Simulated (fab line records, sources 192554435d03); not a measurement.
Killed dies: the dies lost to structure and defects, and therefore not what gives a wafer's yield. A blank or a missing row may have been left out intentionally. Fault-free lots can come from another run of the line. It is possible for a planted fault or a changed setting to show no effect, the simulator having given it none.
fab line records	flow n5-finfet
record: lots: 4	wafers: 12	last-day: 17
route steps=1938 shown HKMG_FIN@407 BEOL_M4@1111 PASSIVATION@1936
lots that met no fault: from a run of the same line without faults
start-h: start of the lot's first displayed wafer, in hours after the record's first day	wait-h: time in hours since the lot's previous step	" as in the row above	L1.1+2: several wafers, shown together as one row	- no value, or no start was given	* or withheld: withheld	< > ~ a bound
route shown NAME@n: names a module that has steps shown in the file, with the first one's number in the route	usual: mean and standard deviation over wafers with no fault	same: alike in all rows	chamber/n: place in a boat	sites: readings site by site	_std_site: the standard deviation of these	_edge_site: the outer-site mean with the inner-site mean subtracted	radius-mm: for every site, how far away it sits from the centre of the wafer	mask NAME#n: copy n	behind: the tool/chamber that last shaped the wafer	hold: cause of the lot's hold/its duration in hours/its outcome	device: names the non-switching transistor (n, p or np)	end of line: the same wafers' tests at the end of the route	a step without rows: its recipe alone	killed: dies that structure and defects cost at the first sort, which is not the same as the wafer's yield	map: shows each die of a wafer: x if killed, . if not, _ if none is there
set.NAME: the setting the step ran with; set.NAME@STEP: the setting that earlier step ran with	model.NAME: the simulator's own value behind a step, which no gauge read
lots at selected steps of the route; one table per step, one row per wafer
services: when a tool's chamber went out of use (start-h, in hours from the record's first day, below 0 if earlier), for how many hours, and the reason
== steps ==
step: N5_HKMG_FIN_STRIP_93
recipe: chemistry: N2/H2	material: SOC	time-s: 20	power-w: 500	temp-c: 40	pressure-mtorr: 50	rf-frequency-hz: 6e+07	bias-power-w: 8	h2-frac: 0.5	n2-flow-sccm: 300	h2-flow-sccm: 300
step: N5_HKMG_FIN_WET_ETCH_76
recipe: chemistry: dNH4OH	mix: 1:50	temp-c: 25	target: Al2O3	stop-on: La2O3	target-depth-nm: 2.25	dry: ipa-marangoni	rinse-time-s: 30	rinse-temp-c: 23
step: N5_HKMG_FIN_STRIP_60
recipe: chemistry: N2/H2	power-w: 2500	temp-c: 300	h2-frac: 0.65	time-s: 360	pressure-mtorr: withheld	n2-flow-sccm: 1750	h2-flow-sccm: 3250
step: N5_HKMG_FIN_WET_ETCH_77
recipe: chemistry: dHCl	mix: 1:10000	temp-c: 25	target: La2O3	stop-on: HfO2	target-depth-nm: 2
step: N5_HKMG_FIN_WET_ETCH_78
recipe: chemistry: dNH4OH	mix: 1:50	temp-c: 25	target: Al2O3	stop-on: La2O3	target-depth-nm: 4.5	dry: ipa-marangoni	rinse-time-s: 30	rinse-temp-c: 23
step: N5_HKMG_FIN_ALD_79
recipe: material: TiN	target-thk-a: 15	temp-c: 400	ald-precursor-family: TiCl4	ald-co-reactant: NH3	pulse-time-s: 1	purge-time-s: 3	co-reactant-purge-time-s: 2	co-reactant-pulse-time-s: 2	ald-cycles: 68	pressure-torr: 3
step: N5_HKMG_FIN_CVD_62
recipe: material: a-Si	target-thk-a: 30	temp-c: 500	precursor: Si2H6	pressure-torr: 1	time-s: 20.8
step: N5_HKMG_FIN_RTA_80
recipe: temp-c: withheld	time-s: 2	ambient: N2	idle-temp-c: 600	ramp-up-c-per-s: 150	ramp-down-c-per-s: 60	cool-to-c: 600
step: N5_HKMG_FIN_PRECLEAN_64
recipe: chemistry: dHF	time-s: 30	temp-c: 25	dilution: withheld
step: N5_HKMG_FIN_WET_ETCH_65
recipe: chemistry: TMAH	temp-c: 70	conc-wt-pct: 5	target: a-Si	stop-on: TiN	time-s: 49	target-depth-nm: 3
step: N5_HKMG_FIN_WET_ETCH_81
recipe: chemistry: SC1	target: TiN	stop-on: HfO2	mix: 1:1:5	temp-c: 60	time-s: 57	target-depth-nm: 6
step: N5_HKMG_FIN_WET_ETCH_82
recipe: chemistry: dHCl	mix: 1:10000	temp-c: 25	target: La2O3	stop-on: HfO2	target-depth-nm: 2	dry: ipa-marangoni	rinse-time-s: 30	rinse-temp-c: 23
step: N5_HKMG_FIN_ALD_36
recipe: material: TiN	target-thk-a: 10	temp-c: 400	ald-precursor-family: TiCl4	ald-co-reactant: NH3	pulse-time-s: 1	purge-time-s: 3	co-reactant-purge-time-s: 2	co-reactant-pulse-time-s: 2	ald-cycles: 47	pressure-torr: 3
usual: heater-power-w: 873/93	precursor-pulse-height-rel: 0.998/0.021
lot.wafer	tool	chamber	start-h	wait-h	heater-power-w	precursor-pulse-height-rel
L966.1	ald-metal-02	2	97.51	0.0	818	0.989
L966.2	"	0	"	"	844	1.002
L966.3	"	3	"	"	859	0.996
L966.1	ald-metal-02	2	97.96	0.3	820	0.998
L966.2	"	0	"	"	834	0.976
L966.3	"	3	"	"	840	1.009
L971.2	ald-metal-01	0	122.73	0.0	1055	1.007
L971.5	"	1	"	"	838	1.031
L971.6	"	2	"	"	830	1.028
L971.2	ald-metal-01	0	123.54	0.7	1064	0.989
L971.5	"	1	"	"	864	0.972
L971.6	"	2	"	"	836	1.016
L980.2	ald-metal-04	3	178.01	0.0	906	0.981
L980.5	"	1	"	"	721	1.008
L980.6	"	0	"	"	971	0.970
L981.1	ald-metal-04	3	186.24	0.0	895	1.007
L981.4	"	2	"	"	941	1.020
L981.6	"	1	"	"	722	0.989
step: N5_HKMG_FIN_PWFM_ALD_03
recipe: material: TiN	target-thk-a: 20	temp-c: 400	ald-precursor-family: TiCl4	ald-co-reactant: NH3	pulse-time-s: 1	purge-time-s: 3	co-reactant-purge-time-s: 2	co-reactant-pulse-time-s: 2	ald-cycles: 91	pressure-torr: 3
step: N5_HKMG_FIN_COAT_29
recipe: resist: SOC	temp-c: 250	time-s: 60	spin-rpm: 1500	resist-thk-nm: 300
step: N5_HKMG_FIN_COAT_30
recipe: resist: SiARC	temp-c: 220	time-s: 60	spin-rpm: 1500	resist-thk-nm: 35
step: N5_HKMG_FIN_COAT_06
recipe: resist: CAR-ArF	spin-rpm: 1500	resist-thk-nm: 90
step: N5_HKMG_FIN_EBR_08
recipe: solvent: PGMEA	ebr-width-mm: 1.5
step: N5_HKMG_FIN_SOFTBAKE_07
recipe: temp-c: 110	time-s: 60	resist: CAR-ArF
step: N5_HKMG_FIN_EXPOSE_09
recipe: mask-id: NWFM	na: 1.35	source-shape: conventional	sigma-outer: 0.8	polarization: unpolarized	dose-mj: 39.25
step: N5_HKMG_FIN_PEB_10
recipe: peb-temp-c: withheld	peb-time-s: 60	resist: CAR-ArF
step: N5_HKMG_FIN_DEVELOP_11
recipe: develop-time-s: 30	developer: TMAH	resist: CAR-ArF	dev-temp-c: 23	rinse-liquid: diw	dry: air-spin
step: N5_HKMG_FIN_DESCUM_17
recipe: chemistry: O2	time-s: 7.9	source-power-w: 50	bias-power-w: 20	pressure-mtorr: 20	rf-frequency-hz: 2.712e+07	temp-c: 40	resist: CAR-ArF	o2-flow-sccm: 225
step: N5_HKMG_FIN_ETCH_31
recipe: chemistry: CF4	target: SiARC	target-depth-a: 455	mask-material: CAR-ArF	time-s: 75.8	ion-energy-ev: 80	pressure-mtorr: 40	source-w: 545	bias-w: 36	Ar_flow_sccm: 100	cf4-flow-sccm: 100	ends: cleared
step: N5_HKMG_FIN_ETCH_32
recipe: chemistry: N2/H2	target: SOC	target-depth-a: 2400	temp-c: 40	time-s: 300	ion-energy-ev: 200	mask-material: SiARC	pressure-mtorr: 30	source-w: 840	bias-w: 150	n2-flow-sccm: 200	h2-flow-sccm: 200
step: N5_HKMG_FIN_STRIP_33
recipe: chemistry: N2/H2	temp-c: 40	n2-flow-sccm: 200	h2-flow-sccm: 200	rf-frequency-hz: 6e+07
step: N5_HKMG_FIN_STRIP_34
recipe: chemistry: CF4	resist: SiARC	power-w: 300	bias-power-w: 75	pressure-mtorr: 50	cf4-flow-sccm: 150	rf-frequency-hz: 6e+07
step: N5_HKMG_FIN_ETCH_35
recipe: chemistry: N2/H2	target: SOC	target-depth-a: 2158	ion-energy-ev: 65	bias-w: 5	source-w: 3000	time-s: 243.4	pressure-mtorr: 30	n2-flow-sccm: 200	h2-flow-sccm: 200
step: N5_HKMG_FIN_STRIP_92
recipe: chemistry: N2/H2	material: SOC	time-s: 20	power-w: 500	temp-c: 40	pressure-mtorr: 50	rf-frequency-hz: 6e+07	bias-power-w: 8	h2-frac: 0.5	n2-flow-sccm: 300	h2-flow-sccm: 300
step: N5_HKMG_FIN_WET_ETCH_18
recipe: chemistry: SC1	target: TiN	mix: 1:1:5	temp-c: *	time-s: 55	target-depth-nm: 5.2	dry: ipa-marangoni	rinse-time-s: 30	rinse-temp-c: 23
step: N5_HKMG_FIN_STRIP_19
recipe: chemistry: N2/H2	power-w: 2500	temp-c: 300	h2-frac: 0.65	time-s: 360	pressure-mtorr: withheld	n2-flow-sccm: 1750	h2-flow-sccm: 3250
step: N5_HKMG_FIN_ALD_91
recipe: material: TiN	target-thk-a: 10	temp-c: 400	ald-precursor-family: TiCl4	ald-co-reactant: NH3	pulse-time-s: 1	purge-time-s: 3	co-reactant-purge-time-s: 2	co-reactant-pulse-time-s: 2	ald-cycles: 47	pressure-torr: 3
step: N5_HKMG_FIN_COAT_85
recipe: resist: SOC	temp-c: 250	time-s: 60	spin-rpm: 1500	resist-thk-nm: 300
step: N5_HKMG_FIN_ETCH_86
recipe: chemistry: N2/H2	target: SOC	target-depth-a: 3932	stop-on: TiN	ion-energy-ev: 100	bias-w: 61	pressure-mtorr: 30	source-w: 850	n2-flow-sccm: 200	h2-flow-sccm: 200
step: N5_HKMG_FIN_STRIP_89
recipe: chemistry: N2/H2	material: SOC	time-s: 20	power-w: 500	temp-c: 40	pressure-mtorr: 50	rf-frequency-hz: 6e+07	bias-power-w: 8	h2-frac: 0.5	n2-flow-sccm: 300	h2-flow-sccm: 300
step: N5_HKMG_FIN_WET_ETCH_87
recipe: chemistry: SC1	target: TiN	mix: 1:2:40	temp-c: 50	time-s: 154.2	target-depth-nm: 4.7	dry: ipa-marangoni	rinse-time-s: 30	rinse-temp-c: 23
step: N5_HKMG_FIN_STRIP_88
recipe: chemistry: N2/H2	power-w: 2500	temp-c: 300	h2-frac: 0.65	time-s: 360	pressure-mtorr: withheld	n2-flow-sccm: 1750	h2-flow-sccm: 3250
step: N5_HKMG_FIN_NWFM_ALD_20
recipe: material: TiAlC	target-thk-a: 20	temp-c: 300	ald-precursor-family: TiCl4	ald-co-reactant: TEA	pulse-time-s: 3	purge-time-s: 2	co-reactant-purge-time-s: 2	co-reactant-pulse-time-s: 10	ald-cycles: 7	pressure-torr: 3
step: N5_BEOL_M4_RC_MEAS_101
usual: DIBL_N: 36.4/1.9	DIBL_P: 35.8/2.1	IOFF_N: 0.158/0.029	IOFF_P: 0.21/0.035	ION_N: 676/14	ION_P: 465/9.7	SS_N: 71.5/0.66	SS_P: 73.4/0.7	VT_N: 249.8/3	VT_P: -250/3.3
lot.wafer	tool	chamber	start-h	wait-h	DIBL_N[mV/V]	DIBL_P[mV/V]	IOFF_N[nA/um]	IOFF_P[nA/um]	ION_N[uA/um]	ION_P[uA/um]	SS_N[mV/dec]	SS_P[mV/dec]	VT_N[mV]	VT_P[mV]
L966.1	prober-01	0	209.32	0.0	32.9	33.7	0.092	0.47	645	492	70.3	72.6	258.6	-224
L966.2	"	0	"	"	35.0	36.4	0.118	0.56	672	510	70.6	72.8	252.1	-223
L966.3	"	0	"	"	35.7	36.3	0.120	0.52	644	489	71.3	73.1	256.8	-224
L971.2	prober-02	0	242.38	0.2	35.5	34.6	0.125	0.65	672	521	71.7	72.9	256.5	-218
L971.5	"	0	"	"	36.1	34.8	0.128	0.64	663	515	72.4	73.4	256.8	-220
L971.6	"	0	"	"	35.4	34.3	0.118	0.64	653	511	70.9	73.4	256.7	-217
L980.2	prober-02	0	286.67	0.2	37.8	38.3	0.185	0.27	685	471	72.7	73.7	249.9	-246
L980.5	"	0	"	"	37.3	38.3	0.175	0.30	675	469	71.8	74.5	246.9	-243
L980.6	"	0	"	"	36.2	36.8	0.164	0.25	675	465	71.2	73.8	249.4	-248
L981.1	prober-02	0	306.39	0.1	34.4	32.6	0.121	0.17	648	446	72.0	72.4	253.5	-252
L981.4	"	0	"	"	34.6	32.4	0.133	0.16	664	452	70.5	72.7	250.4	-252
L981.6	"	0	"	"	35.9	34.5	0.149	0.20	658	456	70.4	73.0	249.9	-251
step: N5_PASSIVATION_PROBE_49
usual: defect-limited-yield: 91.3/1.3	killed_at_M0_to_M3: 34/9.1	killed_at_M4_up: 14/5.6	killed-at-contacts: 13/5.9	killed-at-front-end: 39/11	killed-at-other: 3.6/3	killed-dies: 102/16	killed-open: 68/12	killed-short: 33/7.3	sort_bin_4_leakage: 0.00/0.01	sort_bin_5_function: 5.2/0.89	sort_bin_6_memory: 3.2/0.68	sort_bin_8_speed: 0.00/0.027	sort-n-pass: 1078/16	sort-yield-pct: 91.3/1.3
same: gross-dies: 1180	killed-at-back-side: 0
lot.wafer	tool	chamber	start-h	wait-h	defect-limited-yield[%]	killed_at_M0_to_M3	killed_at_M4_up	killed-at-contacts	killed-at-front-end	killed-at-other	killed-dies	killed-open	killed-short	sort_bin_4_leakage[%]	sort_bin_5_function[%]	sort_bin_6_memory[%]	sort_bin_8_speed[%]	sort-n-pass	sort-yield-pct[%]
L966.1	prober-01	-	317.54	0.0	93.5	20	9	14	32	2	77	57	20	3.98	4.4	2.0	0	1056	89.5
L966.2	prober-01	-	317.59	0.1	93.1	33	9	15	24	0	81	58	23	18.47	3.8	3.0	0	881	74.7
L966.3	prober-01	-	317.64	0.1	90.6	42	8	15	40	6	111	58	53	12.03	5.4	3.3	0.08	926	78.5
L971.2	prober-01	-	347.32	0.1	91.5	42	20	14	24	0	100	71	28	40.08	4.4	4.0	0	607	51.4
L971.5	prober-01	-	347.47	0.2	94.3	31	8	7	18	3	67	48	19	40.51	3.2	2.5	0	635	53.8
L971.6	prober-01	-	347.52	0.3	92.1	38	17	8	28	2	93	70	23	40.59	5.0	2.9	0	608	51.5
L980.2	prober-01	-	399.97	0.1	91.0	40	11	16	34	5	106	77	29	0	5.8	2.9	0	1074	91.0
L980.5	prober-01	-	400.12	0.2	92.0	25	15	9	43	2	94	66	28	0	4.4	3.4	0	1086	92.0
L980.6	prober-01	-	400.17	0.3	91.0	40	21	7	31	7	106	74	32	0	4.4	4.3	0	1074	91.0
L981.1	prober-02	-	417.38	0.0	90.7	29	17	17	43	4	110	64	41	0	5.3	3.7	0.25	1067	90.4
L981.4	prober-02	-	417.53	0.2	92.4	32	9	15	34	0	90	62	28	0	4.2	3.2	0	1090	92.4
L981.6	prober-02	-	417.63	0.3	91.1	44	17	10	32	2	105	67	35	0	5.3	3.2	0	1075	91.1
killed by level:class
L966.1 FIN_SAQP:geometric-particle:open=13 MOL_CONTACT_COAG:geometric-particle:open=10 BEOL_M0_SAQP:geometric-particle:short=6 BEOL_M4:geometric-particle:open=5 BEOL_M2:geometric-particle:open=5 MOL_CONTACT_COAG:geometric-particle:short=4 BEOL_M1:geometric-particle:open=4 DUMMY_GATE:geometric-particle:open=3
L966.2 MOL_CONTACT_COAG:geometric-particle:open=15 BEOL_M0_SAQP:geometric-particle:open=10 BEOL_M0_SAQP:geometric-particle:short=7 BEOL_M1:geometric-particle:open=6 FIN_SAQP:geometric-particle:short=5 FIN_SAQP:geometric-particle:open=5 BEOL_M2:geometric-particle:open=4 BEOL_M4:geometric-particle:open=3
L966.3 BEOL_M0_SAQP:geometric-particle:short=17 FIN_SAQP:geometric-particle:short=15 MOL_CONTACT_COAG:geometric-particle:open=11 DUMMY_GATE:geometric-particle:open=9 BEOL_M0_SAQP:geometric-particle:open=8 BEOL_M2:geometric-particle:open=5 BEOL_M6:geometric-particle:open=5 FIN_SAQP:geometric-particle:open=4
L971.2 BEOL_M3:geometric-particle:open=11 MOL_CONTACT_COAG:geometric-particle:open=10 BEOL_M1:geometric-particle:open=10 BEOL_M2:geometric-particle:open=8 BEOL_M5:geometric-particle:open=7 GATE_CUT:geometric-particle:short=6 BEOL_M0_SAQP:geometric-particle:short=5 BEOL_M4:geometric-particle:open=5
L971.5 BEOL_M1:geometric-particle:open=8 BEOL_M2:geometric-particle:open=8 FIN_SAQP:geometric-particle:open=5 MOL_CONTACT_COAG:geometric-particle:open=5 BEOL_M0_SAQP:geometric-particle:open=5 DUMMY_GATE:geometric-particle:open=4 BEOL_M1:geometric-particle:short=4 STARTING-WAFER:geometric-particle:short=3
L971.6 BEOL_M1:geometric-particle:open=12 BEOL_M4:geometric-particle:open=9 MOL_CONTACT_COAG:geometric-particle:open=7 BEOL_M2:geometric-particle:open=7 FIN_SAQP:geometric-particle:open=5 DUMMY_GATE:geometric-particle:open=5 BEOL_M0_SAQP:geometric-particle:open=5 FIN_SAQP:geometric-particle:short=4
L980.2 MOL_CONTACT_COAG:geometric-particle:open=15 BEOL_M0_SAQP:geometric-particle:short=11 BEOL_M0_SAQP:geometric-particle:open=11 STI_FIN_REVEAL:geometric-particle:open=9 BEOL_M1:geometric-particle:open=7 GATE_CUT:geometric-particle:open=7 FIN_SAQP:geometric-particle:open=4 DUMMY_GATE:geometric-particle:open=4
L980.5 STI_FIN_REVEAL:geometric-particle:open=11 MOL_CONTACT_COAG:geometric-particle:open=9 BEOL_M4:geometric-particle:open=9 BEOL_M0_SAQP:geometric-particle:open=8 GATE_CUT:geometric-particle:short=6 BEOL_M2:geometric-particle:open=6 FIN_SAQP:geometric-particle:short=4 DUMMY_GATE:geometric-particle:open=4
L980.6 BEOL_M1:geometric-particle:open=14 BEOL_M4:geometric-particle:open=13 BEOL_M0_SAQP:geometric-particle:open=8 FIN_SAQP:geometric-particle:short=7 DUMMY_GATE:geometric-particle:open=5 BEOL_M2:geometric-particle:open=5 GATE_CUT:geometric-particle:open=4 MOL_CONTACT_COAG:geometric-particle:open=4
L981.1 MOL_CONTACT_COAG:geometric-particle:open=14 BEOL_M0_SAQP:geometric-particle:short=12 FIN_SAQP:geometric-particle:open=10 GATE_CUT:geometric-particle:short=7 BEOL_M0_SAQP:geometric-particle:open=7 FIN_SAQP:geometric-particle:short=6 BEOL_M4:geometric-particle:short=6 DUMMY_GATE:geometric-particle:open=5
L981.4 MOL_CONTACT_COAG:geometric-particle:open=10 BEOL_M2:geometric-particle:open=9 FIN_SAQP:geometric-particle:open=8 FIN_SAQP:geometric-particle:short=7 BEOL_M1:geometric-particle:open=7 BEOL_M0_SAQP:geometric-particle:short=6 MOL_CONTACT_COAG:geometric-particle:short=5 GATE_CUT:geometric-particle:open=4
L981.6 BEOL_M0_SAQP:geometric-particle:open=12 FIN_SAQP:geometric-particle:open=9 BEOL_M4:geometric-particle:open=9 BEOL_M2:geometric-particle:open=7 BEOL_M3:geometric-particle:open=7 BEOL_M0_SAQP:geometric-particle:short=6 MOL_CONTACT_COAG:geometric-particle:open=5 MOL_CONTACT_COAG:geometric-particle:short=5
map L966.3 (x killed, . not)
_________________.........x..________________
______________....x............._____________
___________........................__________
__________..................xx......_________
________..........x.....x.....x......x_______
_______..........x.....................______
______...........x..........x......x...._____
_____....................x.............x.____
____..............x.......................___
___...x.........xx....x....x..........x....__
___...x...x......x.x............x...x.xx...__
__....x...................x...........x....._
__.................x..x............x.......x_
_....x............x....x..x..x..x.........x..
_.....x...............x..x...............x...
_x.......x...xx........x..x.............x....
_............x..x........x...................
_x...........................................
_.............x.....x......x....x.......x....
_....x.........x.............x.......x.......
_x.....................x.x.......x...........
__.....x.x.....x.............x........x..x.._
__......xx......................x......x...._
___......x.......................xx........__
___.....x..............................x.x.__
____x.................x........x.......xx.___
_____...x................................____
______.................................._____
_______.........x.......x...........x..______
________......xx...................x.._______
__________...x....x............x...._________
___________.....x.x......x.x.....x.__________
______________....x..x..x.x....._____________
_________________............________________
map L971.2 (x killed, . not)
_________________.x........x.________________
______________.................._____________
___________.................x..x...__________
__________x...x....xxx..........x..._________
________......................x..x...._______
_______.......x.........x........x...x.______
______...................x..........x..._____
_____.........x......x....x......x.......____
____.x......x.x...xx......................___
___x.......x.....................x.........__
___.x......x...x........xx..x......x.......__
__.x.......xx....x.....x................x..._
__..x.....................x.............x..._
_...........x..............................x.
_..x...x..............x......................
_.............x....x..........x....x..x......
_....x..............................x.x......
_...x......................................x.
_....x.............x....xx...................
_x...x...x.........x...x..................x..
_.xx.................xx......................
__.x...............x...xxx.................._
__.............x....x...x.x.....x..........._
___.............x........................x.__
___....x.x.x......x............x...........__
____...................................x..___
_____....................................____
______x................................._____
_______......................x.........______
________.....................xx......x_______
__________...x......................_________
___________........................__________
______________.................._____________
_________________..x.........________________
== services ==
tool	chamber	start-h	hours	kind
ald-metal-01	1	89.73	3.6	repair
== key ==
first-sign: step: N5_HKMG_FIN_ALD_36	reading: visit	direction: added
effect: step: N5_BEOL_M4_RC_MEAS_101	reading: VT_N	direction: up	sigmas: 2.2	usual: 249.8	struck: 256.3
effect: step: N5_PASSIVATION_PROBE_49	reading: sort_bin_4_leakage	direction: up	sigmas: 99+	usual: 0.00	struck: 25.95
met-at N5_HKMG_FIN_ALD_36
struck-wafers L966.1,L966.2,L966.3,L971.2,L971.5,L971.6
fault: kind: repeated-step-whole	tool: ald-metal-01,ald-metal-02,ald-metal-04	chamber: -	onset-h: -	steps: N5_HKMG_FIN_ALD_36	times: 1	scope: struck-lots-only
